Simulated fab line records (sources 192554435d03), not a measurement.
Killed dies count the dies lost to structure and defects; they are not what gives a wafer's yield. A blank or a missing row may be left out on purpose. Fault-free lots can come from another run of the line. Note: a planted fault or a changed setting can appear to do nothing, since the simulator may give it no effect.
Comparing a struck lot with a sound one    flow n5 finfet    37 steps out of a route of 1938
Sound: wafers L720.1, L720.3, L720.4. Struck: wafers L728.4, L728.6. (L728.3 of the same lot was not struck and is left out.) The cause comes at the end.
Order at every step that has rows: each side's tool, ch and its chambers, its first start. Under that, the readings that differ: sound wafers    struck wafers    difference of the means    sigmas: that difference in standard deviations of wafers without a fault.
alike: same words and numbers on both sides, and readings whose means sit less than 2 such deviations apart. not compared: any withheld reading, any reading some wafer has no value for, any bound like >300 that may hide the same value, and any number with overlapping values for which the record gives no deviation.
A row with sigmas, a row that says differs or no value, or rows on one side alone: a step with any of these is where the two part. Non-overlapping numbers with no deviation appear without sigmas and do not part them. Lack of a reading on every wafer of one side parts them only where that side has two or more wafers.

first, 9 steps without rows for these wafers: N5_BEOL_M4_ANNEAL_95 (time 240 s); N5_BEOL_M4_SPUTTER_96 (material Cu, target thk 4.5 nm, time 8.29 s); N5_BEOL_M4_ECD_50 (material Cu, target thk 300 nm); N5_BEOL_M4_ANNEAL_51 (time 90 s); N5_BEOL_M4_CMP_52 (polishes, stops on SiOC, t overpolish 6.8 s, target thk 40 nm); N5_BEOL_M4_PRE_CLEAN_60 (time 15 s); N5_BEOL_M4_CO_CAP_55 (material Co, precursor CCTBA/H2, target thk 2 nm, time 102.1 s); N5_BEOL_M4_PRE_CLEAN_56 (time 15 s); N5_BEOL_M4_DEP_57 (deposits SiCN from 3MS/NH3, target thk 8 nm, time 14 s).
N5_BEOL_M4_RC_MEAS_101:
  sound on prober-01 ch 0, day 10 07:11; struck on prober-02 ch 0, day 12 06:36
  alike: DIBL_N, DIBL_P, IOFF_N, IOFF_P, ION_N, ION_P, SS_N, SS_P, VT_N, VT_P
then, 24 steps without rows for these wafers: N5_BEOL_M5_ILD_DEP_00 (deposits SiCOH lowk from DEMS/porogen, target thk 140.64 nm, time 25.9 s); N5_BEOL_M5_CURE_79 (cures SiCOH lowk, time 240 s); N5_BEOL_M5_PECVD_70 (deposits SiO2 from TEOS/O2, target thk 16 nm, time 18 s); N5_BEOL_M5_HM_DEP_02 (deposits TiN, target thk 20 nm); N5_BEOL_M5_COAT_59 (time 60 s, resist thk 60 nm); N5_BEOL_M5_COAT_60 (time 60 s, resist thk 12 nm); N5_BEOL_M5_COAT_71 (time 60 s, resist thk 5 nm); N5_BEOL_M5_COAT_05 (resist thk 30 nm); N5_BEOL_M5_EBR_07; N5_BEOL_M5_SOFTBAKE_06 (time 60 s); N5_BEOL_M5_EXPOSE_08 (exposes mask M5, target cd 28 nm); N5_BEOL_M5_PEB_09 (peb time 60 s); N5_BEOL_M5_DEVELOP_10 (develop time 30 s); N5_BEOL_M5_DESCUM_16 (chemistry O2, time 7 s); N5_BEOL_M5_ETCH_72 (etches underlayer in N2/H2, target depth 6.5 nm, time 5.2 s); N5_BEOL_M5_ETCH_61 (etches SiARC in CF4, target depth 15.6 nm, time 26 s); N5_BEOL_M5_ETCH_62 (etches SOC in N2/H2, target depth 75 nm, overetch 15 nm, time 112.5 s); N5_BEOL_M5_STRIP_63 (strips in N2/H2); N5_BEOL_M5_STRIP_73 (strips in N2/H2); N5_BEOL_M5_STRIP_64 (strips in CF4); N5_BEOL_M5_HM_OPEN_17 (chemistry Cl2/BCl3, target TiN, target depth 20 nm, overetch 6 nm); N5_BEOL_M5_STRIP_19 (strips in O2); N5_BEOL_M5_COAT_65 (time 60 s, resist thk 60 nm); N5_BEOL_M5_COAT_66 (time 60 s, resist thk 12 nm).
-- here the record skips 2 days between the struck wafers' starts before and after, leaving off in module BEOL_M5 and picking up in module BEOL_M10 (first step shown: number 1500 of the route) --
N5_BEOL_M10_PEB_26: peb time 60 s.
  sound on litho track-02 ch 0, day 12 08:11; struck on litho track-02 ch 0, day 14 12:26
  alike: chill plate temp C
N5_BEOL_M10_CD_MEAS_28: target cd 70 nm.
  sound on cd sem-02 ch 0, day 12 08:16; struck on cd sem-03 ch 0, day 14 12:31
reading     sound           struck     difference  sigmas
cd nm (nm)  71.3 70.1 70.5  79.4 80.1  +9.1        +8
-- a jump in the record: the struck wafers' starts before and after are 2 days apart (it breaks off in module BEOL_M10 and resumes in module PASSIVATION, where the first step shown is number 1936 of the route) --
N5_PASSIVATION_PROBE_49:
  struck on prober-02, day 16 14:48; sound on prober-02, day 14 14:40
reading                   sound           struck     difference  sigmas
defect limited yield (%)  91.4 91.4 92.5  80.1 80.8  -11.3       -8
killed_at_M4_up           14 16 8         153 157    +142        +27
killed dies               101 102 88      235 227    +134        +8
killed on rim             13 15 5         57 64      +50         +12
sort n pass               1079 1078 1092  945 953    -134        -8
sort yield pct (%)        91.4 91.4 92.5  80.1 80.8  -11.3       -8
  alike: killed_at_M0_to_M3, killed at contacts, killed at front end, killed at other, killed open, killed short, sort_bin_4_leakage, sort_bin_5_function, sort_bin_6_memory

## WHERE THEY PART
Last at N5_PASSIVATION_PROBE_49 as far as this record goes, first at N5_BEOL_M10_CD_MEAS_28.

WHY: what the simulator had put in
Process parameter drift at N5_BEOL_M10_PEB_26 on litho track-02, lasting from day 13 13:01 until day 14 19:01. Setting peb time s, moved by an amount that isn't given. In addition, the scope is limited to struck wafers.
